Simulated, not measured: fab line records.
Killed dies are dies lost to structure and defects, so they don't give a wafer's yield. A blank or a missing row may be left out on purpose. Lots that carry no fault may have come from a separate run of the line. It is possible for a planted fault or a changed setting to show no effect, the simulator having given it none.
Split-lot study | flow n5Finfet | 7 lots, 21 wafers read, on a route of 1938 steps

== THE SPLIT ==
At N5_PMOS_HMC_CHANNEL_EPI_PEB_07 (peb time 60 s), the setting pebTempC was moved away from the recipe's 110 C on 5 of the 21 wafers read, by -1.6% to +3.3%. This setting was run at the recipe's value on the other wafers.

== BETWEEN THE SPLIT AND THE READING: the file shows 1 step in between ==
- N5_PMOS_HMC_CHANNEL_EPI_DEVELOP_08: develop time 30 s (also split here: developTimeS)

== THE READING ==
cdNm at N5_PMOS_HMC_CHANNEL_EPI_CD_MEAS_09, given in nm (cd target 237.4 nm). Typical for fault-free wafers on this fab line: 237.3 nm, with standard deviation 1 nm.

wafer  | tool, chamber at the split | pebTempC as run, C | against the recipe | cdNm, nm | against lot-mates on the recipe
L074.2 | lithoTrack-04, 0           | 110                | recipe             | 236.7    | -
L074.4 | lithoTrack-04, 0           | 110                | recipe             | 236.5    | -
L074.5 | lithoTrack-04, 0           | 110                | recipe             | 237.7    | -
L079.1 | lithoTrack-04, 0           | 110                | recipe             | 237.6    | -
L079.2 | lithoTrack-04, 0           | 110                | recipe             | 239.0    | -
L079.6 | lithoTrack-04, 0           | 110                | recipe             | 237.5    | -
L086.2 | lithoTrack-03, 0           | 110                | recipe             | 238.4    | -
L086.5 | lithoTrack-03, 0           | 110                | recipe             | 237.0    | -
L086.6 | lithoTrack-03, 0           | 108.7              | -1.2%              | 234.0    | -3.7
L087.1 | lithoTrack-04, 0           | 110                | recipe             | 237.8    | -
L087.3 | lithoTrack-04, 0           | 108.2              | -1.6%              | 232.9    | -4.9
L087.4 | lithoTrack-04, 0           | 108.2              | -1.6%              | 232.6    | -5.2
L088.2 | lithoTrack-01, 0           | 110                | recipe             | 236.7    | -
L088.4 | lithoTrack-01, 0           | 110                | recipe             | 238.2    | -
L088.6 | lithoTrack-01, 0           | 110                | recipe             | 236.4    | -
L089.1 | lithoTrack-04, 0           | 110                | recipe             | 237.7    | -
L089.3 | lithoTrack-04, 0           | 108.4              | -1.5%              | 232.3    | -5.0
L089.5 | lithoTrack-04, 0           | 110                | recipe             | 236.9    | -
L090.3 | lithoTrack-01, 0           | 113.6              | +3.3%              | 246.3    | +9.8
L090.5 | lithoTrack-01, 0           | 110                | recipe             | 236.8    | -
L090.6 | lithoTrack-01, 0           | 110                | recipe             | 236.3    | -

FIT RESULTS
A straight line over all 21 wafers: cdNm changes by +2.83 nm for each +1% of pebTempC; r = +0.97; the points scatter about the line by 0.73 nm.
The same after taking each lot's own level away (the mean of its wafers on the recipe; 21 wafers): +3.06 nm for each +1%; r = +0.98; scatter 0.56 nm.
Per that fit: largest pebTempC move, reading shift of 10 nm.
From 236.55 to 238.03 nm: that is the span of the lots' own levels, equal to 1.5 times the standard deviation above.
The two slopes are in agreement: the lot-to-lot level therefore moves the slope only a little.
Check: +10.4 nm against its lot-mates is what the line predicts for one of the wafers moved furthest among these (+3.3%) when that wafer is left out of the fit. Against them it came out at +9.75 nm.

== THE OTHER SPLITS THESE WAFERS WENT THROUGH ==
Other splits were also applied to these wafers ahead of the reading. Each is held against what the fit with the lots' levels taken away leaves over:
other split on the same wafers                  | wafers away from the commonest value | r with cdNm (lot level and that fit taken away)
N5_ZERO_LAYER_ETCH_18 icpW                      | 9                                    | -0.07
N5_PMOS_HMC_CHANNEL_EPI_DEVELOP_08 developTimeS | 5                                    | +0.06

== THE WHOLE CHAIN: every reading that the file lists as answering this split, in the file's order ==
step                               | what it does                                                           | reading                                                                    | change (the file's fit)              | r (the file's)
N5_PMOS_HMC_CHANNEL_EPI_CD_MEAS_09 | target cd 237.4 nm                                                     | cdNm                                                                       | +3.06 nm for each +1% of the setting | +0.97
N5_PMOS_HMC_CHANNEL_EPI_DESCUM_14  | chemistry O2, time 7.9 s                                               | PMOS_HMC_CHANNEL_EPI.cdNm (the simulator's own value, which no gauge read) | +3.08 nm for each +1% of the setting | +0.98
N5_PMOS_HMC_CHANNEL_EPI_ETCH_32    | etches BARC in N2/H2, stops on SiO2, target depth 85.8 nm, time 50.3 s | PMOS_HMC_CHANNEL_EPI.cdNm (the simulator's own value, which no gauge read) | +2.91 nm for each +1% of the setting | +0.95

== FILE'S OWN FIT ==
cdNm changes by +3.06 nm for each +1% of pebTempC, r = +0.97.
